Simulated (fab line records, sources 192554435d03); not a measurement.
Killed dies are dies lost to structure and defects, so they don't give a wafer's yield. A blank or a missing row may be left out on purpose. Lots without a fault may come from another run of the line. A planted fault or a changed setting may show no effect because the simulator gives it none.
fab line records | flow n5_finfet
record lots=5 wafers=15 last_day=21
route steps=1938 shown BEOL_M13@1697 BEOL_M14@1716
lots that met no fault: from a run of the same line without faults
start_h: hours from the record's first day to the start of the lot's first wafer shown | wait_h: hours since the lot's step before | " the same as in the row above | L1.1+2: a row that stands for several wafers | - no value, or no start given | * or withheld: withheld | < > ~ a bound
route shown NAME@n: a module of which the file shows steps, and the number in the route of the first | usual: mean/standard deviation of fault-free wafers | same: alike in all rows | chamber/n: place in a boat | sites: the reading at each site | _std_site: their standard deviation | _edge_site: outer sites' mean less inner sites' | radius_mm: how far each site lies from the wafer's centre | mask NAME#n: copy n | behind: the tool/chamber that last shaped the wafer | hold: why the lot was held/for how many hours/how that ended | device: the transistor (n, p or np) that didn't switch | end of line: the same wafers' tests at the end of the route | a step without rows: its recipe alone | killed: dies lost to structure and defects at the first sort, not the wafer's yield | map: a wafer's dies, x killed, . not, _ none there
set.NAME: the setting as run; set.NAME@STEP: as run at that earlier step | model.NAME: the simulator's own value behind a step, which no gauge read
lots at some steps of the route; a table a step, a row a wafer
services: from which hour (start_h, from the record's first day; less than 0 if before it) a tool's chamber was out of use, for how many hours, and why
## steps
# step N5_BEOL_M13_STRIP_70
# recipe chemistry=C4F8/O2/Ar resist=SiARC rf_frequency_hz=6e+07
# columns lot.wafer tool chamber start_h wait_h
L074.2+3+5 rie_diel-05 2,3,2 317.40 0.1
L080.1+3+6 rie_diel-05 2,0,2 361.59 0.1
L083.1+4+5 rie_diel-05 1,2,3 404.64 0.1
L091.1+2+6 rie_diel-05 3,1,0 437.85 0.1
L093.1+4+5 rie_diel-06 1,2,1 461.94 0.1
# step N5_BEOL_M13_OCD_MEAS_35
# usual trench_depth_nm=410/9.6
# columns lot.wafer tool chamber start_h wait_h trench_depth_nm
L074.2 ocd-01 - 317.44 0.0 415
L074.3 " - " " 393
L074.5 " - " " 414
L080.1 ocd-01 - 361.62 0.0 412
L080.3 " - " " 413
L080.6 " - " " 413
L083.1 ocd-02 - 404.68 0.0 409
L083.4 " - " " 407
L083.5 " - " " 395
L091.1 ocd-02 - 437.89 0.0 390
L091.2 " - " " 411
L091.6 " - " " 410
L093.1 ocd-01 - 461.98 0.0 397
L093.4 " - " " 426
L093.5 " - " " 397
# step N5_BEOL_M13_STRIP_37
# recipe chemistry=N2/H2 power_w=1000 temp_c=250 h2_frac=0.65 overash_fraction=0.3 pressure_mtorr=withheld n2_flow_sccm=1750 h2_flow_sccm=3250
# usual drypump_motor_current_A=6.2/0.34 heater_power_w=303/15 n2_flow_sccm=1751/5.3 oes_product_au=0.784/0.011
# columns lot.wafer tool chamber start_h wait_h drypump_motor_current_A heater_power_w n2_flow_sccm oes_product_au rf_hours_counter_h
L074.2 plasma_asher-01 1 317.48 0.0 5.7 320 1745 0.783 137
L074.3 " 1 " " 5.8 334 1747 0.794 -
L074.5 " 1 " " 5.8 323 1753 0.796 -
L080.1 plasma_asher-02 0 361.66 0.0 5.9 288 1738 0.781 88
L080.3 " 1 " " 6.3 292 1745 0.765 -
L080.6 " 0 " " 5.9 289 1749 0.783 -
L083.1 plasma_asher-02 0 404.72 0.0 5.9 287 1750 0.781 96
L083.4 " 0 " " 5.9 294 1742 0.765 -
L083.5 " 0 " " 5.9 290 1747 0.786 -
L091.1 plasma_asher-02 1 437.93 0.0 6.4 290 1755 0.770 103
L091.2 " 0 " " 5.9 285 1754 0.779 103
L091.6 " 1 " " 6.4 292 1757 0.785 -
L093.1 plasma_asher-01 0 462.02 0.0 6.6 309 1749 0.790 168
L093.4 " 1 " " 5.8 330 1759 0.778 -
L093.5 " 1 " " 5.7 332 1754 0.784 -
# step N5_BEOL_M13_ETCH_38
# recipe chemistry=CF4/N2 target=SiCN target_depth_a=675 taper_deg=2 time_s=71.9 ion_energy_ev=150 mask_material=SiO2 pressure_mtorr=40 source_w=430 bias_w=70 Ar_flow_sccm=100 cf4_flow_sccm=60 n2_flow_sccm=60
# usual drypump_motor_current_A=5.6/0.44 n2_flow_sccm=60.01/0.17 oes_product_au=0.78/0.088 rf_vpp_V=382.4/2.2 showerhead_plenum_p_Torr=2.21/0.083 throttle_valve_pct=15.46/0.21
# columns lot.wafer tool chamber start_h wait_h drypump_motor_current_A n2_flow_sccm oes_product_au rf_hours_counter_h rf_vpp_V showerhead_plenum_p_Torr throttle_valve_pct
L074.2 rie_diel-05 2 324.54 - 6.1 60.15 0.74 168 384.4 2.31 15.45
L074.3 " 1 " " 5.6 59.86 0.67 244 383.3 2.27 15.76
L074.5 " 0 " " 5.0 60.21 0.69 - 380.6 2.09 15.61
L080.1 rie_diel-06 0 361.75 - 5.8 60.04 0.73 180 383.1 2.20 15.73
L080.3 " 3 " " 6.0 60.15 0.89 59 382.8 2.24 15.39
L080.6 " 3 " " 6.1 60.13 0.89 - 383.2 2.24 15.36
L083.1 rie_diel-06 1 406.10 - 5.5 60.11 0.77 151 384.3 2.28 15.24
L083.4 " 2 " " 5.5 59.97 0.91 - 380.8 2.17 15.02
L083.5 " 3 " " 6.0 59.92 0.88 - 382.5 2.23 15.40
L091.1 rie_diel-02 0 442.15 - 4.8 60.17 0.87 55 384.5 2.31 15.54
L091.2 " 2 " " 5.0 59.84 0.84 34 382.8 2.24 15.16
L091.6 " 2 " " 5.0 59.87 0.85 - 383.4 2.24 15.15
L093.1 rie_diel-05 3 462.54 - 5.7 60.37 0.69 252 378.8 2.08 15.52
L093.4 " 2 " " 6.1 59.90 0.71 - 384.2 2.29 15.52
L093.5 " 3 " " 5.7 60.20 0.68 - 379.4 2.08 15.53
# step N5_BEOL_M13_PRECLEAN_39
# recipe chemistry=residue_remover time_s=60 temp_c=40
# columns lot.wafer tool chamber start_h wait_h
L074.2+3+5 wet_bench-05 3,2,1 324.67 0.1
L080.1+3+6 wet_bench-06 1,4,0 361.88 0.1
L083.1+4+5 wet_bench-06 5,4,6 406.23 0.1
L091.1+2+6 wet_bench-04 2,0,3 442.28 0.1
L093.1+4+5 wet_bench-06 7,4,5 462.67 0.1
# step N5_BEOL_M13_SRD_40
# recipe time_s=30 temp_c=23 rinse_liquid=diw dry=n2_spin spin_rpm=1500 dry_time_s=30
# columns lot.wafer tool chamber start_h wait_h
L074.2+3+5 wet_bench-05 3,2,1 324.69 0.0
L080.1+3+6 wet_bench-06 1,4,0 361.90 0.0
L083.1+4+5 wet_bench-06 5,4,6 406.25 0.0
L091.1+2+6 wet_bench-04 2,0,3 442.29 0.0
L093.1+4+5 wet_bench-06 7,4,5 462.69 0.0
# step N5_BEOL_M13_DEGAS_41
# recipe ambient=vacuum temp_c=250 time_s=60
# usual heater_power_w=314/28 susceptor_temp_C=250.00/0.19
# columns lot.wafer tool chamber start_h wait_h heater_power_w susceptor_temp_C
L074.2 pvd_sputter-03 - 324.82 0.1 330 250.23
L074.3 " - " " 300 250.02
L074.5 " - " " 269 250.02
L080.1 pvd_sputter-03 - 362.03 0.1 271 249.72
L080.3 " - " " 330 250.21
L080.6 " - " " 304 250.20
L083.1 pvd_sputter-01 - 406.49 0.2 341 250.13
L083.4 " - " " 367 250.11
L083.5 " - " " 341 250.45
L091.1 pvd_sputter-02 - 442.86 0.5 302 250.25
L091.2 " - " " 277 249.90
L091.6 " - " " 280 250.00
L093.1 pvd_sputter-01 - 462.73 0.0 363 250.19
L093.4 " - " " 345 249.72
L093.5 " - " " 315 250.15
# step N5_BEOL_M13_PRE_CLEAN_42
# recipe gas=H2/He time_s=30 temp_c=250
# usual heater_power_w=314/29 susceptor_temp_C=250.00/0.17
# columns lot.wafer tool chamber start_h wait_h heater_power_w susceptor_temp_C
L074.2 pvd_sputter-03 - 324.86 0.0 314 250.00
L074.3 " - " " 303 250.32
L074.5 " - " " 267 249.85
L080.1 pvd_sputter-03 - 362.07 0.0 262 250.12
L080.3 " - " " 337 249.93
L080.6 " - " " 301 250.08
L083.1 pvd_sputter-01 - 406.53 0.0 352 250.06
L083.4 " - " " 370 250.11
L083.5 " - " " 349 249.88
L091.1 pvd_sputter-02 - 442.90 0.0 308 250.05
L091.2 " - " " 288 250.17
L091.6 " - " " 276 250.11
L093.1 pvd_sputter-01 - 462.77 0.0 368 249.88
L093.4 " - " " 344 250.20
L093.5 " - " " 312 249.81
# step N5_BEOL_M13_SPUTTER_43
# recipe material=TaN target_thk_a=150 temp_c=50 bias_v=168.6 power_w=15000 chamber_pressure_pa=0.12 time_s=24.19
# usual susceptor_temp_C=50.01/0.11 throttle_valve_pct=29.9/0.67
# columns lot.wafer tool chamber start_h wait_h susceptor_temp_C throttle_valve_pct
L074.2 pvd_sputter-03 - 324.90 0.0 49.84 31.1
L074.3 " - " " 49.85 29.7
L074.5 " - " " 50.08 28.9
L080.1 pvd_sputter-03 - 362.11 0.0 49.95 28.8
L080.3 " - " " 49.95 30.4
L080.6 " - " " 49.89 29.4
L083.1 pvd_sputter-01 - 406.57 0.0 50.13 29.4
L083.4 " - " " 49.92 29.6
L083.5 " - " " 50.17 29.4
L091.1 pvd_sputter-02 - 442.94 0.0 50.02 29.9
L091.2 " - " " 50.07 29.7
L091.6 " - " " 50.10 29.5
L093.1 pvd_sputter-01 - 462.81 0.0 50.01 29.3
L093.4 " - " " 50.12 29.8
L093.5 " - " " 49.98 29.6
# step N5_BEOL_M13_SPUTTER_44
# recipe material=Ta target_thk_a=100 temp_c=50 bias_v=80 power_w=15000 chamber_pressure_pa=0.07 time_s=16.13
# usual susceptor_temp_C=50.00/0.13 throttle_valve_pct=29.9/0.68
# columns lot.wafer tool chamber start_h wait_h susceptor_temp_C throttle_valve_pct
L074.2 pvd_sputter-03 - 324.98 0.0 50.03 31.0
L074.3 " - " " 49.91 29.6
L074.5 " - " " 50.06 29.0
L080.1 pvd_sputter-03 - 362.19 0.0 49.93 28.8
L080.3 " - " " 50.35 30.1
L080.6 " - " " 49.93 29.3
L083.1 pvd_sputter-01 - 406.65 0.0 50.15 29.4
L083.4 " - " " 49.95 29.8
L083.5 " - " " 50.14 29.5
L091.1 pvd_sputter-02 - 443.02 0.0 49.85 29.7
L091.2 " - " " 50.21 29.5
L091.6 " - " " 50.22 29.6
L093.1 pvd_sputter-01 - 462.89 0.0 50.05 29.5
L093.4 " - " " 49.99 29.6
L093.5 " - " " 49.76 29.1
# step N5_BEOL_M13_SPUTTER_45
# recipe material=Cu target_thk_a=800 temp_c=-20 bias_v=60 power_w=26000 chamber_pressure_pa=0.13 time_s=13.33
# usual susceptor_temp_C=-19.99/0.11 throttle_valve_pct=29.9/0.69
# columns lot.wafer tool chamber start_h wait_h susceptor_temp_C throttle_valve_pct
L074.2 pvd_sputter-03 - 325.06 0.0 -20.00 31.2
L074.3 " - " " -20.01 29.4
L074.5 " - " " -20.02 28.7
L080.1 pvd_sputter-03 - 362.27 0.0 -20.03 29.0
L080.3 " - " " -19.88 30.5
L080.6 " - " " -19.89 29.6
L083.1 pvd_sputter-01 - 406.73 0.0 -20.10 29.7
L083.4 " - " " -19.96 29.7
L083.5 " - " " -19.94 29.6
L091.1 pvd_sputter-02 - 443.10 0.0 -19.88 29.7
L091.2 " - " " -19.96 29.2
L091.6 " - " " -20.10 29.4
L093.1 pvd_sputter-01 - 462.97 0.0 -19.83 29.5
L093.4 " - " " -19.95 29.4
L093.5 " - " " -20.01 29.3
# step N5_BEOL_M13_ECD_47
# recipe material=Cu target_thk_a=9360
# columns lot.wafer tool chamber start_h wait_h
L074.2+3+5 ecd_cu-01 0,1,0 325.17 0.1
L080.1+3+6 ecd_cu-01 1,1,0 362.39 0.1
L083.1+4+5 ecd_cu-02 1,0,1 406.85 0.1
L091.1+2+6 ecd_cu-01 1,0,1 443.22 0.1
L093.1+4+5 ecd_cu-01 0,1,1 463.09 0.1
# step N5_BEOL_M13_ANNEAL_48
# recipe temp_c=225 time_s=90 ambient=N2
# usual wafer_temp_C_max=226.09/0.29
# columns lot.wafer tool chamber start_h wait_h wafer_temp_C_max
L074.2 rtp_anneal-01 0 325.44 0.2 226.09
L074.3 " 0 " " 225.92
L074.5 " 0 " " 226.10
L080.1 rtp_anneal-02 0 362.55 0.1 225.70
L080.3 " 0 " " 225.54
L080.6 " 0 " " 225.86
L083.1 rtp_anneal-02 0 407.07 0.2 225.86
L083.4 " 0 " " 225.96
L083.5 " 0 " " 226.01
L091.1 rtp_anneal-02 0 443.38 0.1 226.04
L091.2 " 0 " " 226.03
L091.6 " 0 " " 225.95
L093.1 rtp_anneal-02 0 463.83 0.7 225.56
L093.4 " 0 " " 225.66
L093.5 " 0 " " 225.75
# step N5_BEOL_M13_CMP_49
# recipe stop_on=SiOC t_overpolish_s=17.1 down_force_psi=1 platen_rpm=50 clearing_platen_down_force_psi=1.5 clearing_platen_rpm=50 post_cmp_clean=cu_alkaline target_thk_nm=420 clearing_platen_pad_velocity_m_s=0.99484 pad_velocity_m_s=0.99484
# usual barrier_field_endpoint_s=30.1/0.79 clearing_platen_down_force_psi=1.4999/0.003 clearing_platen_rpm=50.00/0.031 head_pressure_psi=1.0000/0.0022 motor_current_A=6.2/0.53 overpolish_run_s=17.100/0.0095
# columns lot.wafer tool chamber start_h wait_h barrier_field_endpoint_s clearing_platen_down_force_psi clearing_platen_rpm head_pressure_psi motor_current_A overpolish_run_s
L074.3 cmp-03 0 325.73 0.2 30.1 1.4972 49.96 1.0002 6.2 17.091
L074.2 " 2 " " 29.5 1.5008 50.01 1.0004 7.0 17.110
L074.5 " 0 " " 29.5 1.4993 49.99 0.9995 6.3 17.096
L080.3 cmp-04 0 362.90 0.2 30.5 1.5058 50.05 1.0026 5.8 17.100
L080.1 " 1 " " 31.5 1.5042 50.02 1.0003 5.8 17.114
L080.6 " 3 " " 29.9 1.5009 50.00 0.9985 7.2 17.119
L083.4 cmp-03 2 407.41 0.2 29.8 1.4940 50.01 1.0004 6.9 17.099
L083.1 " 3 " " 30.0 1.5006 49.99 0.9998 5.6 17.107
L083.5 " 1 " " 31.0 1.4972 50.00 1.0023 6.3 17.089
L091.1 cmp-04 3 443.72 0.3 29.8 1.4981 50.01 1.0007 6.8 17.109
L091.2 " 0 " " 29.4 1.4972 50.08 0.9986 5.9 17.092
L091.6 " 2 " " 31.1 1.5001 49.98 0.9990 5.9 17.098
L093.4 cmp-04 3 464.16 0.2 29.5 1.4984 49.99 1.0018 6.5 17.089
L093.1 " 1 " " 31.8 1.5017 50.07 1.0029 5.8 17.082
L093.5 " 3 " " 29.2 1.5004 49.99 0.9977 7.1 17.103
# step N5_BEOL_M13_THK_MEAS_50
# recipe thk_meas_gauge=xrf reads=Cu_of_BEOL_M13_ECD_47
# usual M13_THK=420/10
# columns lot.wafer tool chamber start_h wait_h M13_THK[nm]
L074.2 film_metro-01 - 325.98 - 427
L074.3 " - " " 407
L074.5 " - " " 430
L080.1 film_metro-01 - 363.16 - 422
L080.3 " - " " 422
L080.6 " - " " 421
L083.1 film_metro-01 - 407.67 - 417
L083.4 " - " " 414
L083.5 " - " " 403
L091.1 film_metro-01 - 443.97 - 402
L091.2 " - " " 425
L091.6 " - " " 424
L093.1 film_metro-02 - 464.42 - 412
L093.4 " - " " 437
L093.5 " - " " 406
# step N5_BEOL_M13_PRE_CLEAN_52
# recipe gas=NH3 time_s=15 temp_c=withheld rf_power_w=300
# columns lot.wafer tool chamber start_h wait_h
L074.2+3+5 pecvd-01 2,1,0 326.02 0.0
L080.1+3+6 pecvd-03 1,0,1 363.19 0.0
L083.1+4+5 pecvd-03 2,1,2 407.70 0.0
L091.1+2+6 pecvd-04 1,0,2 444.01 0.0
L093.1+4+5 pecvd-03 1,1,2 464.46 0.0
# step N5_BEOL_M13_DEP_53
# recipe material=SiCN target_thk_a=500 temp_c=withheld precursor=3MS/NH3 pressure_torr=3 rf_w=675 time_s=17.8
# usual showerhead_plenum_p_Torr=4.158/0.021 throttle_valve_pct=18.3/1.2
# columns lot.wafer tool chamber start_h wait_h showerhead_plenum_p_Torr throttle_valve_pct
L074.2 pecvd-01 2 326.04 0.0 4.159 17.3
L074.3 " 1 " " 4.190 16.7
L074.5 " 0 " " 4.135 19.3
L080.1 pecvd-03 1 363.22 0.0 4.126 18.5
L080.3 " 0 " " 4.190 19.0
L080.6 " 1 " " 4.128 18.7
L083.1 pecvd-03 2 407.73 0.0 4.139 17.3
L083.4 " 1 " " 4.129 18.7
L083.5 " 2 " " 4.138 17.4
L091.1 pecvd-04 1 444.03 0.0 4.176 20.7
L091.2 " 0 " " 4.174 20.5
L091.6 " 2 " " 4.143 17.1
L093.1 pecvd-03 1 464.48 0.0 4.141 18.7
L093.4 " 1 " " 4.142 18.6
L093.5 " 2 " " 4.148 17.7
# step N5_BEOL_M13_RS_MEAS_54
# recipe thk_meas_gauge=four-point-probe reads=Cu_of_BEOL_M13_ECD_47+Ta_of_BEOL_M13_SPUTTER_44+TaN_of_BEOL_M13_SPUTTER_43
# usual M13_RS=0.0453/0.0011
# columns lot.wafer tool chamber start_h wait_h M13_RS[ohm/sq]
L074.2 film_metro-02 - 326.11 0.1 0.0447
L074.3 " - " " 0.0473
L074.5 " - " " 0.0447
L080.1 film_metro-01 - 363.29 0.0 0.0449
L080.3 " - " " 0.0449
L080.6 " - " " 0.0449
L083.1 film_metro-02 - 407.79 0.0 0.0455
L083.4 " - " " 0.0458
L083.5 " - " " 0.0472
L091.1 film_metro-02 - 444.10 0.0 0.0479
L091.2 " - " " 0.0454
L091.6 " - " " 0.0452
L093.1 film_metro-02 - 464.55 0.0 0.0464
L093.4 " - " " 0.0438
L093.5 " - " " 0.0470
# step N5_BEOL_M13_INSPECT_55
# recipe inspect_instrument=darkfield mode=post_dep
# usual raw_defect_count=74/24
# columns lot.wafer tool chamber start_h wait_h raw_defect_count
L074.2 defect_inspect-02 - 326.14 0.0 62
L074.3 " - " " 87
L074.5 " - " " 81
L080.1 defect_inspect-02 - 363.31 0.0 61
L080.3 " - " " 88
L080.6 " - " " 69
L083.1 defect_inspect-02 - 407.82 0.0 48
L083.4 " - " " 54
L083.5 " - " " 22
L091.1 defect_inspect-02 - 444.13 0.0 50
L091.2 " - " " 64
L091.6 " - " " 94
L093.1 defect_inspect-01 - 464.57 0.0 85
L093.4 " - " " 57
L093.5 " - " " 87
# step N5_BEOL_M14_ILD_DEP_00
# recipe material=SiO2 target_thk_a=11193 temp_c=400 precursor=TEOS/O2 pressure_torr=6.5 rf_w=900 teos_flow_sccm=161.4 gas=O2 flow_sccm=2650 time_s=237.4
# usual heater_power_w=569/82 showerhead_plenum_p_Torr=8.341/0.03 susceptor_temp_C=400.02/0.22 throttle_valve_pct=19.0/1.5
# columns lot.wafer tool chamber start_h wait_h heater_power_w showerhead_plenum_p_Torr susceptor_temp_C throttle_valve_pct
L074.2 pecvd-03 1 326.17 0.0 642 8.294 399.77 19.1
L074.3 " 2 " " 640 8.302 400.16 17.4
L074.5 " 2 " " 508 8.293 400.28 17.8
L080.1 pecvd-03 2 363.35 0.0 648 8.328 400.06 17.8
L080.3 " 1 " " 612 8.321 400.03 19.2
L080.6 " 0 " " 533 8.401 399.93 20.0
L083.1 pecvd-04 1 407.86 0.0 517 8.375 399.42 21.7
L083.4 " 2 " " 673 8.324 400.47 17.4
L083.5 " 1 " " 583 8.361 399.40 21.3
L091.1 pecvd-02 0 444.16 0.0 479 8.321 400.10 17.8
L091.2 " 1 " " 607 8.360 400.31 17.8
L091.6 " 1 " " 656 8.364 399.86 17.7
L093.1 pecvd-03 0 464.61 0.0 429 8.395 399.96 20.3
L093.4 " 2 " " 494 8.297 400.33 17.6
L093.5 " 0 " " 518 8.392 399.90 19.8
# step N5_BEOL_M14_THK_MEAS_01
# recipe reads=SiO2_of_BEOL_M14_ILD_DEP_00
# usual M14_ILD_THK=1120/16
# columns lot.wafer tool chamber start_h wait_h M14_ILD_THK[nm]
L074.2 film_metro-01 - 326.36 0.1 1108
L074.3 " - " " 1089
L074.5 " - " " 1091
L080.1 film_metro-02 - 363.54 0.1 1101
L080.3 " - " " 1107
L080.6 " - " " 1136
L083.1 film_metro-02 - 408.05 0.1 1114
L083.4 " - " " 1137
L083.5 " - " " 1120
L091.1 film_metro-02 - 444.35 0.1 1131
L091.2 " - " " 1134
L091.6 " - " " 1160
L093.1 film_metro-02 - 464.80 0.1 1124
L093.4 " - " " 1117
L093.5 " - " " 1124
# step N5_BEOL_M14_COAT_58
# recipe resist=BARC temp_c=205 time_s=60 spin_rpm=1500 resist_thk_nm=89
# usual plate_temp_C=205.00/0.17
# columns lot.wafer tool chamber start_h wait_h plate_temp_C
L074.2 litho_track-02 0 326.39 0.0 205.18
L074.3 " 0 " " 205.16
L074.5 " 0 " " 205.04
L080.1 litho_track-02 0 363.57 0.0 204.98
L080.3 " 0 " " 205.07
L080.6 " 0 " " 204.90
L083.1 litho_track-01 0 408.08 0.0 204.91
L083.4 " 0 " " 205.26
L083.5 " 0 " " 205.06
L091.1 litho_track-05 0 444.38 0.0 205.28
L091.2 " 0 " " 205.12
L091.6 " 0 " " 205.35
L093.1 litho_track-05 0 464.83 0.0 204.99
L093.4 " 0 " " 204.97
L093.5 " 0 " " 205.00
# step N5_BEOL_M14_COAT_04
# recipe spin_rpm=1704 resist_thk_nm=800
# columns lot.wafer tool chamber start_h wait_h
L074.2+3+5 litho_track-02 0 - -
L080.1+3+6 litho_track-02 0 - -
L083.1+4+5 litho_track-01 0 - -
L091.1+2+6 litho_track-05 0 - -
L093.1+4+5 litho_track-05 0 - -
# step N5_BEOL_M14_EBR_06
# recipe solvent=PGMEA ebr_width_mm=1.5
# columns lot.wafer tool chamber start_h wait_h
L074.2+3+5 litho_track-02 0 - -
L080.1+3+6 litho_track-02 0 - -
L083.1+4+5 litho_track-01 0 - -
L091.1+2+6 litho_track-05 0 - -
L093.1+4+5 litho_track-05 0 - -
# step N5_BEOL_M14_SOFTBAKE_05
# recipe temp_c=130 time_s=60
# usual plate_temp_C=129.99/0.12
# columns lot.wafer tool chamber start_h wait_h plate_temp_C
L074.2 litho_track-02 0 - - 129.94
L074.3 " 0 " " 129.93
L074.5 " 0 " " 129.82
L080.1 litho_track-02 0 - - 130.02
L080.3 " 0 " " 129.98
L080.6 " 0 " " 129.94
L083.1 litho_track-01 0 - - 129.77
L083.4 " 0 " " 130.24
L083.5 " 0 " " 129.93
L091.1 litho_track-05 0 - - 129.98
L091.2 " 0 " " 130.08
L091.6 " 0 " " 130.14
L093.1 litho_track-05 0 - - 130.03
L093.4 " 0 " " 129.90
L093.5 " 0 " " 130.27
# step N5_BEOL_M14_EXPOSE_07
# recipe mask_id=V13 na=0.8 source_shape=annular sigma_inner=0.5 sigma_outer=0.8 polarization=unpolarized attpsm_phase_deg=180 dose_mj=57
# usual focus_offset_nm=-0.1/0.58
# columns lot.wafer tool chamber start_h wait_h mask focus_offset_nm
L074.2 krf_scanner-02 0 326.50 - V13#0 -1.0
L074.3 " 0 " " V13#0 -0.7
L074.5 " 0 " " V13#0 -0.1
L080.1 krf_scanner-01 0 363.67 - V13#0 0.5
L080.3 " 0 " " V13#0 0.3
L080.6 " 0 " " V13#0 -0.1
L083.1 krf_scanner-01 0 408.30 - V13#0 -0.1
L083.4 " 0 " " V13#0 0.1
L083.5 " 0 " " V13#0 0.1
L091.1 krf_scanner-02 0 444.48 - V13#0 -0.3
L091.2 " 0 " " V13#0 -0.5
L091.6 " 0 " " V13#0 -0.1
L093.1 krf_scanner-01 0 464.93 - V13#0 0.4
L093.4 " 0 " " V13#0 0.4
L093.5 " 0 " " V13#0 -0.1
# step N5_BEOL_M14_PEB_08
# recipe peb_temp_c=130 peb_time_s=90
# usual plate_temp_C=129.98/0.14
# columns lot.wafer tool chamber start_h wait_h plate_temp_C
L074.2 litho_track-05 0 326.55 0.0 129.92
L074.3 " 0 " " 129.70
L074.5 " 0 " " 130.01
L080.1 litho_track-02 0 363.73 0.1 130.08
L080.3 " 0 " " 130.01
L080.6 " 0 " " 130.16
L083.1 litho_track-02 0 408.36 0.1 129.95
L083.4 " 0 " " 129.82
L083.5 " 0 " " 129.94
L091.1 litho_track-01 0 444.54 0.1 129.84
L091.2 " 0 " " 129.78
L091.6 " 0 " " 129.82
L093.1 litho_track-02 0 464.99 0.1 130.12
L093.4 " 0 " " 129.76
L093.5 " 0 " " 130.00
# step N5_BEOL_M14_DEVELOP_09
# recipe develop_time_s=45 rinse_liquid=diw dry=air_spin dev_temp_c=21
# columns lot.wafer tool chamber start_h wait_h
L074.2+3+5 litho_track-05 0 - -
L080.1+3+6 litho_track-02 0 - -
L083.1+4+5 litho_track-02 0 - -
L091.1+2+6 litho_track-01 0 - -
L093.1+4+5 litho_track-02 0 - -
# step N5_BEOL_M14_HARDBAKE_14
# recipe temp_c=130 time_s=120
# usual plate_temp_C=130.01/0.16
# columns lot.wafer tool chamber start_h wait_h plate_temp_C
L074.2 litho_track-05 0 - - 130.01
L074.3 " 0 " " 129.89
L074.5 " 0 " " 130.19
L080.1 litho_track-02 0 - - 130.08
L080.3 " 0 " " 130.03
L080.6 " 0 " " 129.98
L083.1 litho_track-02 0 - - 129.99
L083.4 " 0 " " 130.03
L083.5 " 0 " " 130.15
L091.1 litho_track-01 0 - - 129.88
L091.2 " 0 " " 129.90
L091.6 " 0 " " 129.86
L093.1 litho_track-02 0 - - 129.93
L093.4 " 0 " " 130.01
L093.5 " 0 " " 130.02
# step N5_BEOL_M14_CD_MEAS_10
# recipe target_cd_nm=250 landing_energy_ev=500 detector=se_inlens polarity=opening
# usual cd_nm=251.9/2.6
# same landing_energy_ev=500
# columns lot.wafer tool chamber start_h wait_h cd_nm
L074.2 cd_sem-02 0 326.67 - 254.8
L074.3 " 0 " " 255.8
L074.5 " 0 " " 256.6
L080.1 cd_sem-02 0 363.84 - 249.9
L080.3 " 0 " " 252.5
L080.6 " 0 " " 248.8
L083.1 cd_sem-02 0 408.48 - 251.9
L083.4 " 0 " " 254.5
L083.5 " 0 " " 253.0
L091.1 cd_sem-03 0 444.66 - 250.4
L091.2 " 0 " " 250.3
L091.6 " 0 " " 250.0
L093.1 cd_sem-02 0 465.11 - 251.7
L093.4 " 0 " " 254.0
L093.5 " 0 " " 249.7
# step N5_BEOL_M14_OVL_MEAS_11
# recipe points_per_wafer=44
# usual V13_OVL=-3/5
# columns lot.wafer tool chamber start_h wait_h V13_OVL[nm]
L074.2 overlay-02 0 326.70 0.0 -8
L074.3 " 0 " " -8
L074.5 " 0 " " -7
L080.1 overlay-01 0 363.87 0.0 -4
L080.3 " 0 " " -3
L080.6 " 0 " " 0
L083.1 overlay-02 0 408.51 0.0 -4
L083.4 " 0 " " -4
L083.5 " 0 " " -4
L091.1 overlay-02 0 444.69 0.0 -5
L091.2 " 0 " " 3
L091.6 " 0 " " -2
L093.1 overlay-02 0 465.14 0.0 4
L093.4 " 0 " " -8
L093.5 " 0 " " 1
# step N5_BEOL_M14_INSPECT_12
# recipe mode=adi inspect_instrument=macro
# usual raw_defect_count=2.1/1.6
# columns lot.wafer tool chamber start_h wait_h raw_defect_count
L074.2 defect_inspect-01 - 326.72 0.0 0
L074.3 " - " " 3
L074.5 " - " " 1
L080.1 defect_inspect-01 - 363.90 0.0 1
L080.3 " - " " 2
L080.6 " - " " 1
L083.1 defect_inspect-01 - 408.53 0.0 2
L083.4 " - " " 3
L083.5 " - " " 2
L091.1 defect_inspect-01 - 444.71 0.0 4
L091.2 " - " " 0
L091.6 " - " " 2
L093.1 defect_inspect-02 - 465.16 0.0 2
L093.4 " - " " 0
L093.5 " - " " 4
# step N5_BEOL_M14_DESCUM_15
# recipe chemistry=O2 time_s=7.9 source_power_w=50 bias_power_w=20 pressure_mtorr=20 rf_frequency_hz=2.712e+07 temp_c=40 o2_flow_sccm=225
# usual drypump_motor_current_A=5.68/0.19 oes_product_au=0.79/0.075 rf_vpp_V=242.6/1.1 showerhead_plenum_p_Torr=2.05/0.065 throttle_valve_pct=20.42/0.29
# columns lot.wafer tool chamber start_h wait_h drypump_motor_current_A oes_product_au rf_hours_counter_h rf_vpp_V showerhead_plenum_p_Torr throttle_valve_pct
L074.2 rie_diel-04 3 326.82 0.1 5.23 0.70 213 243.5 2.16 20.93
L074.3 " 0 " " 5.87 0.86 59 240.9 2.05 20.67
L074.5 " 2 " " 5.40 0.91 - 244.5 2.14 20.24
L080.1 rie_diel-04 0 363.94 0.0 5.87 0.84 72 241.6 2.05 20.69
L080.3 " 1 " " 5.93 0.85 59 240.8 2.04 20.28
L080.6 " 0 " " 5.89 0.84 - 243.0 2.05 20.70
L083.1 rie_diel-01 2 408.57 0.0 5.65 0.68 242 243.2 2.06 20.89
L083.4 " 1 " " 5.54 0.76 148 243.7 2.15 20.40
L083.5 " 0 " " 5.73 0.76 - 242.8 1.99 20.40
L091.1 rie_diel-01 3 444.80 0.1 5.85 0.82 83 241.5 2.01 19.96
L091.2 " 1 " " 5.53 0.75 160 244.2 2.15 20.43
L091.6 " 3 " " 5.86 0.82 - 242.3 2.01 19.97
L093.1 rie_diel-03 2 465.91 0.7 5.96 0.93 18 243.2 2.13 20.18
L093.4 " 2 " " 5.99 0.91 - 244.5 2.13 20.19
L093.5 " 0 " " 5.53 0.83 - 243.1 2.05 20.28
## services
# columns tool chamber start_h hours kind
krf_scanner-01 - 297.67 8.2 repair
rie_diel-04 0 298.90 4.3 repair
krf_scanner-02 - 305.84 3.6 pm
cmp-04 - 308.45 1.2 repair
krf_scanner-01 - 313.57 0.8 pm
cmp-04 - 319.52 8.4 repair
wet_bench-05 - 325.24 4.4 pm
rie_diel-04 2 332.82 4.0 repair
krf_scanner-01 - 336.28 1.0 pm
wet_bench-06 - 336.67 1.9 pm
rie_diel-05 0 344.40 2.8 repair
cmp-03 - 345.46 2.0 repair
pecvd-03 1 352.44 2.7 repair
cmp-04 - 381.92 4.0 pm
krf_scanner-01 - 384.34 1.3 pm
cmp-04 - 396.87 3.4 repair
rie_diel-06 0 401.30 8.8 repair
krf_scanner-01 - 404.05 0.8 repair
rie_diel-06 0 411.47 6.5 repair
krf_scanner-01 - 413.17 4.0 pm
rie_diel-06 2 431.53 15.6 repair
pecvd-03 - 434.29 2.4 repair
wet_bench-06 - 439.57 2.2 repair
cmp-04 - 453.74 1.4 repair
## key
fault none
